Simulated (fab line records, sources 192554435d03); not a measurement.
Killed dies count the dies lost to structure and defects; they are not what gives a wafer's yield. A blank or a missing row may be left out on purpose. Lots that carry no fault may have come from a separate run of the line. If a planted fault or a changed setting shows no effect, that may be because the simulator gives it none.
fab line records | flow n5-finfet
record: lots: 9 wafers: 27 last-day: 17
route steps=1938 shown BEOL_M2@922 BEOL_M3@941 BEOL_M4@1111 PASSIVATION@1936
lots that met no fault: from a run of the same line without faults
start-h: the number of hours between the record's first day and the start of the first shown wafer of the lot | wait-h: hours elapsed since this lot's preceding step | " unchanged from the row above | L1.1+2: several wafers, shown together as one row | - either no value or no given start | * or withheld: withheld | < > ~ a bound
route shown NAME@n: NAME is a module with steps in the file, n the number in the route of the first one | usual: mean/standard deviation of fault-free wafers | same: alike in all rows | chamber/n: place in a boat | sites: the reading at each site | _std_site: the values' standard deviation | _edge_site: inner sites' mean taken away from outer sites' mean | radius-mm: how far each site lies from the wafer's centre | mask NAME#n: copy n | behind: the last tool/chamber to shape the wafer | hold: reason for holding the lot/hours on hold/outcome of the hold | device: which transistor (n, p or np) failed to switch | end of line: tests run on the same wafers once the route is complete | for a step that has no rows: nothing shown but its recipe | killed: not the wafer's yield, but the dies lost to structure and defects at the first sort | map: dies across one wafer; x = killed, . = not, _ = none there
set.NAME: the run value of the setting; set.NAME@STEP: its run value at that earlier step | model.NAME: the simulator's own value behind a step, which no gauge read
route steps across a sampled set of lots; one table per step, one row per wafer
services: when a tool's chamber went out of use (start-h, in hours from the record's first day, below 0 if earlier), for how many hours, and the reason
== steps ==
step: N5_BEOL_M2_ANNEAL_51
recipe: temp-c: 225 time-s: 90 ambient: N2
usual: wafer_temp_C_max: 226.1/0.32
columns lot.wafer tool chamber start-h wait-h wafer_temp_C_max
L279.1 rtp-anneal-02 0 167.63 1.1 226.7
L279.2 " 0 " " 226.4
L279.4 " 0 " " 226.0
L282.1 rtp-anneal-02 0 176.33 1.8 226.1
L282.3 " 0 " " 225.9
L282.6 " 0 " " 226.0
L286.3 rtp-anneal-01 0 192.63 0.3 225.8
L286.5 " 0 " " 226.2
L286.6 " 0 " " 225.9
L292.4 rtp-anneal-02 0 237.67 0.2 226.5
L292.5 " 0 " " 226.4
L292.6 " 0 " " 226.3
L294.2 rtp-anneal-02 0 246.11 0.1 227.0
L294.3 " 0 " " 226.2
L294.4 " 0 " " 226.1
L293.3 rtp-anneal-02 0 252.30 0.1 226.5
L293.4 " 0 " " 226.1
L293.5 " 0 " " 226.2
L295.1 rtp-anneal-01 0 255.41 0.2 225.7
L295.2 " 0 " " 226.2
L295.4 " 0 " " 226.1
L297.1 rtp-anneal-01 0 257.98 0.1 225.7
L297.3 " 0 " " 226.5
L297.4 " 0 " " 225.9
L300.2 rtp-anneal-01 0 273.21 0.2 226.1
L300.3 " 0 " " 225.9
L300.4 " 0 " " 225.7
step: N5_BEOL_M2_THK_MEAS_53
recipe: thk-meas-gauge: xrf reads: Cu_of_BEOL_M2_ECD_50
usual: M2_THK: 39.7/1.1
columns lot.wafer tool chamber start-h wait-h M2_THK[nm]
L279.1 film-metro-02 - 168.22 - 37.6
L279.2 " - " " 38.4
L279.4 " - " " 39.3
L282.1 film-metro-01 - 176.92 - 40.7
L282.3 " - " " 39.8
L282.6 " - " " 40.8
L286.3 film-metro-01 - 193.14 - 39.7
L286.5 " - " " 40.7
L286.6 " - " " 40.4
L292.4 film-metro-02 - 238.13 - 39.9
L292.5 " - " " 39.4
L292.6 " - " " 39.5
L294.2 film-metro-01 - 246.68 - 39.5
L294.3 " - " " 39.3
L294.4 " - " " 39.7
L293.3 film-metro-01 - 252.81 - 40.1
L293.4 " - " " 38.7
L293.5 " - " " 39.5
L295.1 film-metro-02 - 256.00 - 39.4
L295.2 " - " " 39.3
L295.4 " - " " 38.7
L297.1 film-metro-01 - 258.58 - 41.3
L297.3 " - " " 42.0
L297.4 " - " " 41.5
L300.2 film-metro-01 - 273.86 - 39.8
L300.3 " - " " 41.2
L300.4 " - " " 41.5
step: N5_BEOL_M2_DEP_57
recipe: material: SiCN target-thk-a: 80 temp-c: withheld precursor: 3MS/NH3 pressure-torr: 3 rf-w: 202 time-s: 14
usual: rf-fwd-power-W: 199.7/1 showerhead-plenum-p-Torr: 3.662/0.011 throttle-valve-pct: 9.1/0.58
columns lot.wafer tool chamber start-h wait-h rf-fwd-power-W showerhead-plenum-p-Torr throttle-valve-pct
L279.1 pecvd-04 1 168.44 0.0 199.4 3.680 10.2
L279.2 " 0 " " 201.3 3.680 9.5
L279.4 " 0 " " 200.9 3.687 9.1
L282.1 pecvd-04 1 177.12 0.0 199.5 3.665 10.2
L282.3 " 2 " " 198.8 3.664 8.4
L282.6 " 2 " " 199.1 3.661 8.5
L286.3 pecvd-04 0 193.33 0.0 200.0 3.681 9.2
L286.5 " 2 " " 198.8 3.665 8.6
L286.6 " 1 " " 198.9 3.664 10.4
L292.4 pecvd-03 2 238.35 0.0 200.2 3.669 8.2
L292.5 " 0 " " 199.0 3.651 8.8
L292.6 " 1 " " 199.4 3.655 9.6
L294.2 pecvd-04 2 246.89 0.0 199.3 3.674 8.5
L294.3 " 1 " " 199.9 3.680 9.9
L294.4 " 2 " " 200.1 3.666 8.5
L293.3 pecvd-02 1 253.00 0.0 198.4 3.656 9.3
L293.4 " 0 " " 198.6 3.667 9.0
L293.5 " 2 " " 199.2 3.651 8.7
L295.1 pecvd-02 1 256.20 0.0 201.0 3.655 9.4
L295.2 " 0 " " 198.0 3.666 9.0
L295.4 " 2 " " 200.6 3.655 8.8
L297.1 pecvd-04 1 258.77 0.0 199.3 3.666 10.1
L297.3 " 0 " " 202.2 3.671 9.1
L297.4 " 2 " " 200.7 3.666 8.4
L300.2 pecvd-03 0 274.06 0.0 200.2 3.656 8.7
L300.3 " 2 " " 200.4 3.672 8.3
L300.4 " 1 " " 197.8 3.646 9.9
step: N5_BEOL_M3_EXPOSE_08
recipe: mask-id: M3 na: 0.33 source-shape: dipole sigma-inner: 0.369 sigma-outer: 0.767 polarization: unpolarized dose-mj: 33
usual: exposure-dose-mJ-cm2: 32.92/0.037 reticle-temp-C: 22.98/0.11
columns lot.wafer tool chamber start-h wait-h mask exposure-dose-mJ-cm2 reticle-temp-C
L279.1 euv-scanner-01 0 170.28 - M3#0 32.91 22.85
L279.2 " 0 " " M3#0 32.97 22.99
L279.4 " 0 " " M3#0 32.89 23.05
L282.1 euv-scanner-02 0 179.26 - M3#0 32.93 23.15
L282.3 " 0 " " M3#0 32.89 23.09
L282.6 " 0 " " M3#0 32.90 23.08
L286.3 euv-scanner-02 0 194.94 - M3#0 32.90 23.01
L286.5 " 0 " " M3#0 32.88 22.92
L286.6 " 0 " " M3#0 32.92 23.01
L292.4 euv-scanner-02 0 240.98 - M3#0 30.73 22.92
L292.5 " 0 " " M3#0 30.73 22.92
L292.6 " 0 " " M3#0 30.68 23.06
L294.2 euv-scanner-02 0 249.25 - M3#0 31.07 22.91
L294.3 " 0 " " M3#0 31.14 22.93
L294.4 " 0 " " M3#0 31.13 22.90
L293.3 euv-scanner-02 0 253.56 - M3#0 31.48 22.97
L293.4 " 0 " " M3#0 31.45 22.94
L293.5 " 0 " " M3#0 31.44 23.16
L295.1 euv-scanner-01 0 258.42 - M3#0 32.91 23.04
L295.2 " 0 " " M3#0 32.92 23.00
L295.4 " 0 " " M3#0 32.90 22.96
L297.1 euv-scanner-01 0 261.61 - M3#0 32.93 23.14
L297.3 " 0 " " M3#0 32.91 23.00
L297.4 " 0 " " M3#0 32.92 23.06
L300.2 euv-scanner-01 0 276.10 - M3#0 32.91 22.95
L300.3 " 0 " " M3#0 32.96 22.91
L300.4 " 0 " " M3#0 32.94 23.00
step: N5_BEOL_M3_CD_MEAS_11
recipe: target-cd-nm: 17.05 landing-energy-ev: 500 detector: se-inlens polarity: opening
usual: cd-nm: 17.01/0.2
same: landing-energy-ev: 500
columns lot.wafer tool chamber start-h wait-h cd-nm
L279.1 cd-sem-02 0 170.41 - 17.13
L279.2 " 0 " " 16.84
L279.4 " 0 " " 17.15
L282.1 cd-sem-02 0 179.38 - 16.99
L282.3 " 0 " " 17.12
L282.6 " 0 " " 16.92
L286.3 cd-sem-01 0 195.05 - 16.97
L286.5 " 0 " " 16.79
L286.6 " 0 " " 17.33
L292.4 cd-sem-01 0 241.09 - 15.36
L292.5 " 0 " " 15.81
L292.6 " 0 " " 15.57
L294.2 cd-sem-02 0 249.37 - 16.17
L294.3 " 0 " " 15.98
L294.4 " 0 " " 16.09
L293.3 cd-sem-03 0 253.68 - 16.26
L293.4 " 0 " " 16.45
L293.5 " 0 " " 16.25
L295.1 cd-sem-03 0 258.55 - 17.28
L295.2 " 0 " " 17.40
L295.4 " 0 " " 17.05
L297.1 cd-sem-01 0 261.73 - 16.74
L297.3 " 0 " " 17.12
L297.4 " 0 " " 16.99
L300.2 cd-sem-03 0 276.22 - 17.04
L300.3 " 0 " " 17.06
L300.4 " 0 " " 17.26
step: N5_BEOL_M3_CD_MEAS_18
recipe: pitch-nm: 36 target-cd-nm: 18
usual: cd-nm: 17.92/0.28
columns lot.wafer tool chamber start-h wait-h cd-nm
L279.1 cd-sem-01 - 170.96 0.0 18.23
L279.2 " - " " 17.98
L279.4 " - " " 17.81
L282.1 cd-sem-02 - 180.10 0.0 18.14
L282.3 " - " " 18.08
L282.6 " - " " 18.06
L286.3 cd-sem-03 - 195.61 0.1 17.96
L286.5 " - " " 17.77
L286.6 " - " " 17.78
L292.4 cd-sem-03 - 241.64 0.1 15.82
L292.5 " - " " 15.98
L292.6 " - " " 16.37
L294.2 cd-sem-03 - 249.92 0.1 17.07
L294.3 " - " " 17.12
L294.4 " - " " 16.95
L293.3 cd-sem-02 - 254.24 0.1 16.92
L293.4 " - " " 16.86
L293.5 " - " " 16.99
L295.1 cd-sem-02 - 259.33 0.0 18.50
L295.2 " - " " 18.36
L295.4 " - " " 18.58
L297.1 cd-sem-03 - 262.37 0.0 17.94
L297.3 " - " " 17.25
L297.4 " - " " 18.02
L300.2 cd-sem-02 - 276.77 0.1 17.77
L300.3 " - " " 17.98
L300.4 " - " " 17.37
step: N5_BEOL_M4_RC_MEAS_101
usual: DIBL_N: 35.8/1.5 DIBL_P: 35.8/1.7 IOFF_N: 0.151/0.022 IOFF_P: 0.204/0.027 ION_N: 673/8.6 ION_P: 462/5.4 SS_N: 71.4/0.54 SS_P: 73.3/0.56 VT_N: 250.5/2.6 VT_P: -251/3.1
columns lot.wafer tool chamber start-h wait-h DIBL_N[mV/V] DIBL_P[mV/V] IOFF_N[nA/um] IOFF_P[nA/um] ION_N[uA/um] ION_P[uA/um] SS_N[mV/dec] SS_P[mV/dec] VT_N[mV] VT_P[mV]
L279.1 prober-01 0 195.01 0.0 36.7 36.4 0.153 0.202 689 467 71.5 73.5 251.2 -252
L279.2 " 0 " " 38.6 38.9 0.196 0.240 686 472 71.4 74.0 245.2 -247
L279.4 " 0 " " 35.3 34.2 0.126 0.182 673 462 70.3 72.3 252.9 -250
L282.1 prober-01 0 201.71 0.0 35.7 35.7 0.134 0.195 666 460 70.8 73.8 251.8 -251
L282.3 " 0 " " 37.4 38.1 0.174 0.230 678 464 72.0 73.9 247.8 -248
L282.6 " 0 " " 36.9 38.1 0.166 0.226 674 465 71.2 73.9 247.5 -248
L286.3 prober-02 0 226.93 0.3 36.0 36.8 0.169 0.232 680 460 71.8 73.4 247.9 -249
L286.5 " 0 " " 35.8 36.5 0.161 0.217 669 464 71.2 73.5 250.9 -248
L286.6 " 0 " " 35.5 35.6 0.147 0.207 668 462 70.6 73.5 250.3 -249
L294.2 prober-02 0 268.90 0.2 35.3 35.3 0.163 0.191 676 464 70.1 73.3 248.6 -249
L294.3 " 0 " " 35.0 34.6 0.152 0.175 676 460 71.7 72.3 249.7 -254
L294.4 " 0 " " 35.6 35.6 0.161 0.190 665 454 72.0 72.9 249.3 -252
L293.3 prober-01 0 274.11 0.3 34.4 33.8 0.133 0.180 673 461 71.4 72.3 251.9 -251
L293.4 " 0 " " 36.2 36.0 0.156 0.211 694 473 70.9 72.5 249.5 -249
L293.5 " 0 " " 33.6 32.9 0.116 0.162 671 467 70.4 72.2 251.5 -252
L295.1 prober-01 0 277.76 0.0 35.9 34.7 0.143 0.183 681 462 71.0 73.4 251.3 -252
L295.2 " 0 " " 35.9 34.7 0.135 0.176 662 454 71.6 72.7 252.8 -254
L295.4 " 0 " " 35.1 34.3 0.128 0.175 663 456 71.0 73.2 253.3 -253
L297.1 prober-01 0 293.58 0.0 35.5 35.9 0.154 0.236 683 470 71.2 73.3 249.0 -248
L297.3 " 0 " " 34.6 34.2 0.140 0.209 671 460 71.5 73.4 249.2 -248
L297.4 " 0 " " 34.8 34.8 0.146 0.215 678 466 71.4 73.5 249.4 -249
L300.2 prober-02 0 304.03 0.2 35.6 34.9 0.128 0.158 664 450 71.2 72.5 251.8 -256
L300.3 " 0 " " 36.6 36.5 0.145 0.184 664 461 71.8 72.6 250.5 -252
L300.4 " 0 " " 36.2 35.5 0.137 0.164 670 460 70.7 73.4 250.4 -254
step: N5_PASSIVATION_PROBE_49
usual: defect-limited-yield: 91.3/1.4 killed_at_M0_to_M3: 33/10 killed_at_M4_up: 15/6.1 killed-at-contacts: 12/6.7 killed-at-front-end: 39/11 killed-at-other: 4/3.3 killed-dies: 103/16 killed-on-rim: 14/4 killed-open: 68/12 killed-short: 34/7.2 sort_bin_5_function: 5.1/0.88 sort_bin_6_memory: 3.3/0.67 sort_bin_8_speed: 0/0 sort-n-pass: 1077/16 sort-yield-pct: 91.3/1.4
same: gross-dies: 1180 killed-at-back-side: 0 sort_bin_4_leakage[%]: 0
columns lot.wafer tool chamber start-h wait-h defect-limited-yield[%] killed_at_M0_to_M3 killed_at_M4_up killed-at-contacts killed-at-front-end killed-at-other killed-dies killed-on-rim killed-open killed-short sort_bin_5_function[%] sort_bin_6_memory[%] sort_bin_8_speed[%] sort-n-pass sort-yield-pct[%]
L279.1 prober-02 - 292.85 0.0 92.8 27 17 18 23 0 85 14 61 24 4.2 2.7 0 1095 92.8
L279.2 prober-02 - 292.90 0.1 92.4 22 18 6 43 1 90 8 53 37 4.9 2.5 0 1090 92.4
L279.4 prober-02 - 293.00 0.2 92.3 34 17 5 34 1 91 14 57 32 4.7 2.9 0 1089 92.3
L282.1 prober-01 - 310.05 0.0 91.5 26 14 7 45 8 100 8 60 39 5.3 2.9 0 1080 91.5
L282.3 prober-01 - 310.15 0.1 90.3 41 20 4 46 4 115 15 69 44 5.9 3.4 0 1065 90.3
L282.6 prober-01 - 310.30 0.3 90.8 34 4 7 60 3 108 12 75 33 5.3 3.2 0 1072 90.8
L286.3 prober-02 - 321.52 0.1 90.2 37 12 12 55 0 116 20 73 41 6.0 3.5 0 1064 90.2
L286.5 prober-02 - 321.62 0.2 91.4 25 10 11 50 5 101 7 58 40 5.0 3.3 0 1079 91.4
L286.6 prober-02 - 321.67 0.3 91.4 23 9 9 60 1 102 10 59 40 4.7 3.4 0 1078 91.4
L292.4 prober-02 - 362.93 0.2 26.9 785 23 21 30 3 862 115 73 33 49.2 18.5 0 318 26.9
L292.5 prober-02 - 362.98 0.2 24.3 810 25 14 43 1 893 118 73 35 49.6 18.8 0.08 287 24.3
L292.6 prober-02 - 363.03 0.3 25.2 801 21 29 31 1 883 107 77 41 47.9 20.6 0 297 25.2
L294.2 prober-02 - 380.50 0.1 70.3 290 9 6 43 2 350 38 61 32 17.1 10.8 0 830 70.3
L294.3 prober-02 - 380.55 0.1 68.4 315 12 9 37 0 373 47 64 31 18.2 11.5 0 807 68.4
L294.4 prober-02 - 380.60 0.2 68.1 329 7 4 35 1 376 54 66 25 18.8 11.4 0 804 68.1
L293.3 prober-01 - 389.19 0.1 82.2 141 25 4 38 2 210 32 74 38 9.9 6.9 0 970 82.2
L293.4 prober-01 - 389.24 0.2 83.8 134 21 4 31 1 191 21 61 34 9.6 6.0 0 989 83.8
L293.5 prober-01 - 389.29 0.2 83.7 126 26 6 28 6 192 22 67 37 9.6 6.1 0 988 83.7
L295.1 prober-02 - 389.63 0.0 93.1 35 11 8 24 4 82 9 49 32 3.2 3.5 0 1098 93.1
L295.2 prober-02 - 389.68 0.1 93.1 29 10 7 30 5 81 12 60 21 4.3 2.5 0 1099 93.1
L295.4 prober-02 - 389.78 0.2 92.7 40 7 8 30 1 86 12 55 31 4.7 2.3 0 1094 92.7
L297.1 prober-01 - 391.18 0.1 90.4 26 15 25 42 5 113 18 81 32 5.4 3.9 0 1067 90.4
L297.3 prober-01 - 391.28 0.2 91.4 42 17 8 26 8 101 18 65 36 5.2 3.2 0 1079 91.4
L297.4 prober-01 - 391.33 0.3 91.9 28 8 17 39 3 95 16 68 27 5.2 2.6 0 1085 91.9
L300.2 prober-01 - 405.04 0.1 91.7 22 19 15 29 13 98 13 66 32 4.7 3.2 0 1082 91.7
L300.3 prober-01 - 405.09 0.1 87.7 59 25 19 28 14 145 24 99 46 7.8 4.1 0 1035 87.7
L300.4 prober-01 - 405.14 0.2 90.7 39 19 14 25 13 110 16 74 36 5.4 3.5 0 1070 90.7
killed by level:class
L279.1 MOL_CONTACT_COAG:geometric-particle:open=13 BEOL_M4:geometric-particle:open=9 BEOL_M1:geometric-particle:open=8 BEOL_M2:geometric-particle:open=6 GATE_CUT:geometric-particle:short=5 MOL_CONTACT_COAG:geometric-particle:short=5 BEOL_M3:geometric-particle:open=5 GATE_CUT:geometric-particle:open=4
L279.2 BEOL_M3:geometric-particle:open=8 FIN_SAQP:geometric-particle:short=7 GATE_CUT:geometric-particle:short=7 DUMMY_GATE:geometric-particle:open=6 BEOL_M4:geometric-particle:open=6 GATE_CUT:geometric-particle:open=5 MOL_CONTACT_COAG:geometric-particle:open=5 BEOL_M0_SAQP:geometric-particle:short=5
L279.4 BEOL_M3:geometric-particle:open=12 DUMMY_GATE:geometric-particle:open=8 BEOL_M4:geometric-particle:open=8 GATE_CUT:geometric-particle:short=7 BEOL_M1:geometric-particle:open=6 BEOL_M0_SAQP:geometric-particle:short=4 BEOL_M0_SAQP:geometric-particle:open=4 BEOL_M4:geometric-particle:short=4
L282.1 FIN_SAQP:geometric-particle:short=11 FIN_SAQP:geometric-particle:open=9 STI_FIN_REVEAL:geometric-particle:open=8 BEOL_M0_SAQP:geometric-particle:short=7 MOL_CONTACT_COAG:geometric-particle:open=6 BEOL_M1:geometric-particle:open=6 ILD0:geometric-particle:short=5 BEOL_M3:geometric-particle:open=4
L282.3 FIN_SAQP:geometric-particle:open=16 BEOL_M0_SAQP:geometric-particle:short=12 BEOL_M0_SAQP:geometric-particle:open=10 FIN_SAQP:geometric-particle:short=9 GATE_CUT:geometric-particle:short=8 BEOL_M3:geometric-particle:open=7 BEOL_M1:geometric-particle:open=6 BEOL_M4:geometric-particle:open=5
L282.6 FIN_SAQP:geometric-particle:open=21 BEOL_M0_SAQP:geometric-particle:short=9 DUMMY_GATE:geometric-particle:open=8 GATE_CUT:geometric-particle:open=7 BEOL_M0_SAQP:geometric-particle:open=7 GATE_CUT:geometric-particle:short=6 BEOL_M1:geometric-particle:open=6 STI_FIN_REVEAL:geometric-particle:open=5
L286.3 STI_FIN_REVEAL:geometric-particle:open=19 FIN_SAQP:geometric-particle:open=9 MOL_CONTACT_COAG:geometric-particle:open=9 BEOL_M0_SAQP:geometric-particle:short=9 BEOL_M0_SAQP:geometric-particle:open=7 STI_FIN_REVEAL:geometric-particle:short=6 GATE_CUT:geometric-particle:open=6 GATE_CUT:geometric-particle:short=4
L286.5 FIN_SAQP:geometric-particle:short=9 MOL_CONTACT_COAG:geometric-particle:open=9 STI_FIN_REVEAL:geometric-particle:open=7 DUMMY_GATE:geometric-particle:open=6 GATE_CUT:geometric-particle:open=6 BEOL_M0_SAQP:geometric-particle:open=6 BEOL_M0_SAQP:geometric-particle:short=6 BEOL_M4:geometric-particle:open=6
L286.6 STI_FIN_REVEAL:geometric-particle:open=17 GATE_CUT:geometric-particle:short=13 FIN_SAQP:geometric-particle:open=7 MOL_CONTACT_COAG:geometric-particle:open=7 BEOL_M3:geometric-particle:open=7 FIN_SAQP:geometric-particle:short=6 STI_FIN_REVEAL:geometric-particle:short=4 DUMMY_GATE:geometric-particle:open=4
L292.4 BEOL_M3:area-expose=756 MOL_CONTACT_COAG:geometric-particle:open=14 BEOL_M1:geometric-particle:open=12 BEOL_M4:geometric-particle:open=12 DUMMY_GATE:geometric-particle:open=9 MOL_CONTACT_COAG:geometric-particle:short=7 BEOL_M2:geometric-particle:open=7 FIN_SAQP:geometric-particle:short=5
L292.5 BEOL_M3:area-expose=784 MOL_CONTACT_COAG:geometric-particle:open=13 BEOL_M4:geometric-particle:open=13 BEOL_M2:geometric-particle:open=11 FIN_SAQP:geometric-particle:short=8 DUMMY_GATE:geometric-particle:open=8 STI_FIN_REVEAL:geometric-particle:open=5 BEOL_M0_SAQP:geometric-particle:short=5
L292.6 BEOL_M3:area-expose=765 MOL_CONTACT_COAG:geometric-particle:open=22 BEOL_M0_SAQP:geometric-particle:short=10 BEOL_M2:geometric-particle:open=10 DUMMY_GATE:geometric-particle:open=9 BEOL_M4:geometric-particle:open=9 MOL_CONTACT_COAG:geometric-particle:short=7 BEOL_M0_SAQP:geometric-particle:open=6
L294.2 BEOL_M3:area-expose=257 BEOL_M0_SAQP:geometric-particle:open=12 STI_FIN_REVEAL:geometric-particle:open=10 BEOL_M2:geometric-particle:open=9 BEOL_M0_SAQP:geometric-particle:short=7 FIN_SAQP:geometric-particle:short=6 STI_FIN_REVEAL:geometric-particle:short=6 MOL_CONTACT_COAG:geometric-particle:open=6
L294.3 BEOL_M3:area-expose=277 BEOL_M0_SAQP:geometric-particle:short=11 BEOL_M0_SAQP:geometric-particle:open=10 STI_FIN_REVEAL:geometric-particle:open=8 MOL_CONTACT_COAG:geometric-particle:open=8 BEOL_M2:geometric-particle:open=8 FIN_SAQP:geometric-particle:short=7 BEOL_M8:geometric-particle:open=5
L294.4 BEOL_M3:area-expose=285 STI_FIN_REVEAL:geometric-particle:open=16 BEOL_M0_SAQP:geometric-particle:open=15 BEOL_M0_SAQP:geometric-particle:short=12 BEOL_M2:geometric-particle:open=7 FIN_SAQP:geometric-particle:open=6 BEOL_M4:geometric-particle:open=4 DUMMY_GATE:geometric-particle:open=3
L293.3 BEOL_M3:area-expose=94 BEOL_M0_SAQP:geometric-particle:short=13 STI_FIN_REVEAL:geometric-particle:open=11 BEOL_M4:geometric-particle:open=11 BEOL_M0_SAQP:geometric-particle:open=7 BEOL_M3:geometric-particle:open=7 FIN_SAQP:geometric-particle:open=6 FIN_SAQP:geometric-particle:short=5
L293.4 BEOL_M3:area-expose=95 BEOL_M4:geometric-particle:open=11 BEOL_M0_SAQP:geometric-particle:open=9 FIN_SAQP:geometric-particle:short=7 STI_FIN_REVEAL:geometric-particle:open=7 BEOL_M3:geometric-particle:open=7 DUMMY_GATE:geometric-particle:open=6 BEOL_M0_SAQP:geometric-particle:short=5
L293.5 BEOL_M3:area-expose=88 BEOL_M4:geometric-particle:open=15 BEOL_M0_SAQP:geometric-particle:short=8 FIN_SAQP:geometric-particle:open=7 BEOL_M0_SAQP:geometric-particle:open=6 BEOL_M4:geometric-particle:short=6 MOL_CONTACT_COAG:geometric-particle:open=5 BEOL_M2:geometric-particle:open=5
L295.1 BEOL_M0_SAQP:geometric-particle:short=11 BEOL_M1:geometric-particle:open=9 STI_FIN_REVEAL:geometric-particle:open=8 BEOL_M0_SAQP:geometric-particle:open=8 FIN_SAQP:geometric-particle:short=7 MOL_CONTACT_COAG:geometric-particle:open=6 BEOL_M4:geometric-particle:open=3 STI_FIN_REVEAL:geometric-particle:short=2
L295.2 FIN_SAQP:geometric-particle:open=11 BEOL_M0_SAQP:geometric-particle:open=9 MOL_CONTACT_COAG:geometric-particle:open=6 BEOL_M0_SAQP:geometric-particle:short=6 BEOL_M4:geometric-particle:open=6 FIN_SAQP:geometric-particle:short=5 BEOL_M3:geometric-particle:open=5 STI_FIN_REVEAL:geometric-particle:open=4
L295.4 BEOL_M0_SAQP:geometric-particle:open=12 BEOL_M3:geometric-particle:open=11 FIN_SAQP:geometric-particle:short=8 MOL_CONTACT_COAG:geometric-particle:open=6 BEOL_M0_SAQP:geometric-particle:short=6 STI_FIN_REVEAL:geometric-particle:open=5 STARTING-WAFER:geometric-particle:open=5 FIN_SAQP:geometric-particle:open=4
L297.1 MOL_CONTACT_COAG:geometric-particle:open=21 BEOL_M0_SAQP:geometric-particle:open=11 FIN_SAQP:geometric-particle:open=8 STI_FIN_REVEAL:geometric-particle:open=8 GATE_CUT:geometric-particle:short=8 BEOL_M4:geometric-particle:open=8 GATE_CUT:geometric-particle:open=6 BEOL_M0_SAQP:geometric-particle:short=6
L297.3 BEOL_M0:geometric-particle:open=8 BEOL_M0_SAQP:geometric-particle:short=8 BEOL_M1:geometric-particle:open=6 FIN_SAQP:geometric-particle:short=5 FIN_SAQP:geometric-particle:open=5 MOL_CONTACT_COAG:geometric-particle:short=5 BEOL_M0_SAQP:geometric-particle:open=5 BEOL_M8:geometric-particle:open=4
L297.4 MOL_CONTACT_COAG:geometric-particle:open=15 FIN_SAQP:geometric-particle:open=7 BEOL_M0_SAQP:geometric-particle:open=6 DUMMY_GATE:geometric-particle:short=5 GATE_CUT:geometric-particle:short=5 BEOL_M1:geometric-particle:open=5 BEOL_M3:geometric-particle:open=5 FIN_SAQP:geometric-particle:short=4
L300.2 BEOL_M4:geometric-particle:open=13 MOL_CONTACT_COAG:geometric-particle:open=12 STI_FIN_REVEAL:geometric-particle:open=8 FIN_SAQP:geometric-particle:short=7 BEOL_M0_SAQP:geometric-particle:open=5 DUMMY_GATE:geometric-particle:open=4 BEOL_M2:geometric-particle:open=4 BEOL_M3:geometric-particle:open=4
L300.3 BEOL_M0_SAQP:geometric-particle:short=17 BEOL_M0_SAQP:geometric-particle:open=16 MOL_CONTACT_COAG:geometric-particle:open=15 BEOL_M4:geometric-particle:open=15 BEOL_M2:geometric-particle:open=13 BEOL_M3:geometric-particle:open=7 STI_FIN_REVEAL:geometric-particle:open=6 PAD_METAL:geometric-particle:short=6
L300.4 BEOL_M0_SAQP:geometric-particle:open=14 BEOL_M0_SAQP:geometric-particle:short=12 MOL_CONTACT_COAG:geometric-particle:open=10 FIN_SAQP:geometric-particle:open=9 BEOL_M4:geometric-particle:open=9 PASS1_CAP:geometric-particle:open=6 BEOL_M1:geometric-particle:open=5 STI_FIN_REVEAL:geometric-particle:open=4
== services ==
columns tool chamber start-h hours kind
pecvd-03 2 149.29 10.5 repair
euv-scanner-02 - 151.20 4.6 pm
rtp-anneal-01 - 161.28 3.9 pm
pecvd-04 - 163.38 1.0 repair
euv-scanner-02 - 164.11 1.0 pm
rtp-anneal-01 - 165.21 14.0 pm
euv-scanner-01 0 167.58 - calibration
euv-scanner-01 - 182.38 1.0 pm
euv-scanner-02 0 190.57 - calibration
pecvd-04 1 195.44 5.5 scheduled-down
pecvd-03 - 200.23 0.3 repair
pecvd-03 2 202.38 - clean
pecvd-03 2 202.38 - consumable-replace:showerhead
pecvd-03 2 202.38 29.0 scheduled-down
pecvd-03 2 202.38 29.0 vent-cycle
euv-scanner-01 - 209.66 0.4 repair
euv-scanner-02 - 215.58 12.9 repair
pecvd-04 0 220.09 11.4 repair
pecvd-02 1 223.15 5.0 scheduled-down
euv-scanner-02 - 228.49 1.0 pm
euv-scanner-01 - 238.53 1.0 pm
pecvd-02 - 241.56 0.4 repair
pecvd-04 - 264.79 2.8 pm
pecvd-03 - 267.09 6.0 pm
== key ==
first-sign: step: N5_BEOL_M3_EXPOSE_08 reading: exposure-dose-mJ-cm2 direction: down sigmas: 49 usual: 32.92 struck: 31.09
effect: step: N5_BEOL_M3_CD_MEAS_11 reading: cd-nm direction: down sigmas: 5.2 usual: 17.01 struck: 15.99 through: control-loop
effect: step: N5_BEOL_M3_CD_MEAS_18 reading: cd-nm direction: down sigmas: 4.4 usual: 17.92 struck: 16.67 through: control-loop
effect: step: N5_PASSIVATION_PROBE_49 reading: killed_at_M0_to_M3 direction: up sigmas: 36 usual: 33 struck: 415
more-kills-born-at: N5_BEOL_M3_EXPOSE_08@euv-scanner-02: 3401
met-at N5_BEOL_M3_EXPOSE_08
struck-lots L292,L293,L294
later-rows-left-out L292.4,L292.5,L292.6
loop-trim: step: N5_BEOL_M3_EXPOSE_08 setting: dose lots: L293,L294
not-acting-at N5_BEOL_M2_ANNEAL_51,N5_BEOL_M2_THK_MEAS_53,N5_BEOL_M2_DEP_57
onset-between 194.94 240.98
fault: kind: process-parameter-drift tool: euv-scanner-02 chamber: - onset-h: 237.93 steps: N5_BEOL_M3_EXPOSE_08 channel: dose-mj offset: -2.1994 shape: step acts-in: these-recipes-only stated: 33
later-rows-left-out: the simulator's readings of these wafers behind a module that went badly wrong aren't trusted and aren't shown, but for the sort
loop-trim: a control loop set the setting to another value than it would have without faults
